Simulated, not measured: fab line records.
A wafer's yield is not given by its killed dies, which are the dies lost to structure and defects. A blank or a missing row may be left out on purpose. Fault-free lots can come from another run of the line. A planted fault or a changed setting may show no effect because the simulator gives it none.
Which of the tools did it? | flow nandHarc | 39 wafers from 13 lots sampled at 4 of the route's 1302 steps

== WHAT THE GAUGES SHOWED, per wafer ==
NHARC_END_SORT_01. Usual: killedAtArray 58, standard deviation 22; killedAtOther 1.0, standard deviation 1.3; killedAtPeriphery 5, standard deviation 3.4; killedDies 64, standard deviation 22; killedOpen 3.6, standard deviation 1.8; killedShort 2.4, standard deviation 1.7.
lot  | measured     | on        | killedAtArray | killedAtOther | killedAtPeriphery | killedDies | killedOpen | killedShort | flag
L720 | day 32 06:52 | prober-01 | 216 190 47    | 4 0 3         | 4 8 1             | 224 198 51 | 4 4 1      | 3 2 2       | OFF

== WHICH TOOL RAN EACH LOT (tool, then ch and the chambers of the sampled wafers, then the start) ==
lot  | NHARC_A_CONTACT_DEP_58          | NHARC_A_BONDPAD_ETCH_12                      | NHARC_A_BONDPAD_PRE_CLEAN_26
L702 | pecvd-03 ch 0,1, day 22 06:57   | rieDiel-09 ch 2,3, no start                  | pvdSputter-01, no start
L703 | pecvd-03 ch 0,1, day 22 10:09   | rieDiel-09 ch 0,2,3, no start                | pvdSputter-03, no start
L706 | pecvd-02 ch 1,2, day 23 06:23   | rieDiel-09 ch 0,1,2, no start                | pvdSputter-01, no start
L705 | pecvd-04 ch 0,1, day 23 08:16   | rieDiel-09 ch 0,1,2, no start                | pvdSputter-02, no start
L710 | pecvd-02 ch 0,1,2, day 25 07:05 | rieDiel-09 ch 0,2,3, no start                | pvdSputter-01, no start
L711 | pecvd-03 ch 0,2, day 25 08:18   | rieDiel-05 ch 1,2,3, no start                | pvdSputter-02, no start
L712 | pecvd-03 ch 0,2, day 25 23:38   | rieDiel-09 ch 0,3, no start                  | pvdSputter-02, no start
L713 | pecvd-02 ch 1,2, day 26 04:01   | rieDiel-05 ch 0,1,3, no start                | pvdSputter-02, no start
L714 | pecvd-03 ch 0,1, day 26 18:24   | rieDiel-09 ch 0,1,3, no start                | pvdSputter-03, no start
L717 | pecvd-02 ch 0,1,2, day 27 15:15 | rieDiel-10 ch 0,2,3, no start                | pvdSputter-03, no start
L718 | pecvd-02 ch 1,2, day 28 11:29   | rieDiel-09 ch 0,1, no start                  | pvdSputter-03, no start
L720 | pecvd-02 ch 0,1, day 29 19:00   | rieDiel-09 ch 1,2,3, day 32 06:52 or earlier | pvdSputter-03, day 32 06:52 or earlier
L721 | pecvd-03 ch 0,1, day 29 19:02   | rieDiel-09 ch 2,3, no start                  | pvdSputter-01, no start
- NHARC_A_CONTACT_DEP_58: deposits SiON, target thk 90 nm.
- NHARC_A_BONDPAD_ETCH_12: etches the open film in CHF3/O2, target depth 220 nm, time 110 s.
- NHARC_A_BONDPAD_PRE_CLEAN_26: time 30 s.

== WHAT THE TOOLS THEMSELVES READ (means of the sampled wafers that have a number; where no wafer has one, the mark that the record gives instead) ==
NHARC_A_CONTACT_DEP_58. Usual: heaterPowerW 758 W, standard deviation 90; showerheadVppV 1164 V, standard deviation 66.
lot  | tool     | heaterPowerW (W) | showerheadVppV (V) | flag
L702 | pecvd-03 | 737              | 1157               | 
L703 | pecvd-03 | 772              | 1174               | 
L706 | pecvd-02 | 765              | 1166               | 
L705 | pecvd-04 | 553              | 1124               | 
L710 | pecvd-02 | 764              | 1136               | 
L711 | pecvd-03 | 773              | 1236               | 
L712 | pecvd-03 | 770              | 1192               | 
L713 | pecvd-02 | 648              | 1101               | 
L714 | pecvd-03 | 713              | 1169               | 
L717 | pecvd-02 | 733              | 1138               | 
L718 | pecvd-02 | 791              | 1153               | 
L720 | pecvd-02 | 724              | 1119               | 
L721 | pecvd-03 | 824              | 1159               | 

NHARC_A_BONDPAD_ETCH_12. Usual: drypumpMotorCurrentA 5.8 A, standard deviation 0.31; oesProductAu 0.936 a.u., standard deviation 0.024; rfVppV 371.2 V, standard deviation 2.4; showerheadPlenumPTorr 2.43 Torr, standard deviation 0.1; throttleValvePct 20.572 %, standard deviation 0.0096.
lot  | tool       | drypumpMotorCurrentA (A) | oesProductAu (a.u.) | rfVppV (V) | showerheadPlenumPTorr (Torr) | throttleValvePct (%) | flag
L702 | rieDiel-09 | 6.3                      | 0.957               | 370.0      | 2.39                         | 20.583               | 
L703 | rieDiel-09 | 5.9                      | 0.964               | 370.3      | 2.36                         | 20.576               | 
L706 | rieDiel-09 | 5.7                      | 0.952               | 371.3      | 2.43                         | 20.570               | 
L705 | rieDiel-09 | 5.7                      | 0.917               | 370.8      | 2.43                         | 20.560               | 
L710 | rieDiel-09 | 5.9                      | 0.950               | 369.5      | 2.36                         | 20.573               | 
L711 | rieDiel-05 | 5.9                      | 0.920               | 370.6      | 2.40                         | 20.570               | 
L712 | rieDiel-09 | 5.8                      | 0.912               | 367.4      | 2.28                         | 20.578               | 
L713 | rieDiel-05 | 5.8                      | 0.916               | 372.0      | 2.44                         | 20.582               | 
L714 | rieDiel-09 | 5.9                      | 0.946               | 369.7      | 2.37                         | 20.564               | 
L717 | rieDiel-10 | 5.6                      | 0.918               | 373.1      | 2.52                         | 20.576               | 
L718 | rieDiel-09 | 5.7                      | 0.943               | 371.4      | 2.44                         | 20.572               | 
L720 | rieDiel-09 | 6.0                      | 0.952               | 372.0      | 2.46                         | 20.561               | 
L721 | rieDiel-09 | 6.0                      | 0.959               | 372.1      | 2.45                         | 20.578               | 

NHARC_A_BONDPAD_PRE_CLEAN_26. Usual: heaterPowerW at 392 W, with a standard deviation of 50.
lot  | tool          | heaterPowerW (W) | flag
L702 | pvdSputter-01 | 327              | 
L703 | pvdSputter-03 | 450              | 
L706 | pvdSputter-01 | 396              | 
L705 | pvdSputter-02 | 389              | 
L710 | pvdSputter-01 | 359              | 
L711 | pvdSputter-02 | 359              | 
L712 | pvdSputter-02 | 393              | 
L713 | pvdSputter-02 | 405              | 
L714 | pvdSputter-03 | 472              | 
L717 | pvdSputter-03 | 414              | 
L718 | pvdSputter-03 | 426              | 
L720 | pvdSputter-03 | 440              | 
L721 | pvdSputter-01 | 394              | 

== THE ANSWER, worked out from the rows above alone ==
Rule: a lot counts as off when the mean over its wafers that have a number is more than 3 standard deviations away from the usual mean. A lot without any number at a reading at which 4 lots or more have one is off too. All remaining lots with rows at the step are treated as sound. Order of review: gauges by route order, followed by the tools' own readings, for which a lot's mean as printed above is used. The first step at which some lot is off is used, and at that step the reading that is off furthest; a lot without a number counts as furthest.
Off, at NHARC_END_SORT_01 on killedDies: L720. Neither off nor sound, because the step has no rows for them: L702, L703, L706, L705, L710, L711, L712, L713, L714, L717, L718, L721.
A tool fits if, at a process step before that reading, it ran every lot that is off, and no sound lot after the first of them. Gauges at NHARC_END_SORT_01: tried the same way as those tools. NHARC_A_BONDPAD_ETCH_12: start missing for some lots; hours and lot order therefore follow NHARC_END_SORT_01. NHARC_A_BONDPAD_PRE_CLEAN_26: start missing for some lots; hours and lot order therefore follow NHARC_END_SORT_01. Can't be told from this: 4 tools fit, pecvd-02 at NHARC_A_CONTACT_DEP_58, rieDiel-09 at NHARC_A_BONDPAD_ETCH_12, pvdSputter-03 at NHARC_A_BONDPAD_PRE_CLEAN_26, prober-01 at NHARC_END_SORT_01.

== WHAT WAS PUT IN BY THE SIMULATOR ==
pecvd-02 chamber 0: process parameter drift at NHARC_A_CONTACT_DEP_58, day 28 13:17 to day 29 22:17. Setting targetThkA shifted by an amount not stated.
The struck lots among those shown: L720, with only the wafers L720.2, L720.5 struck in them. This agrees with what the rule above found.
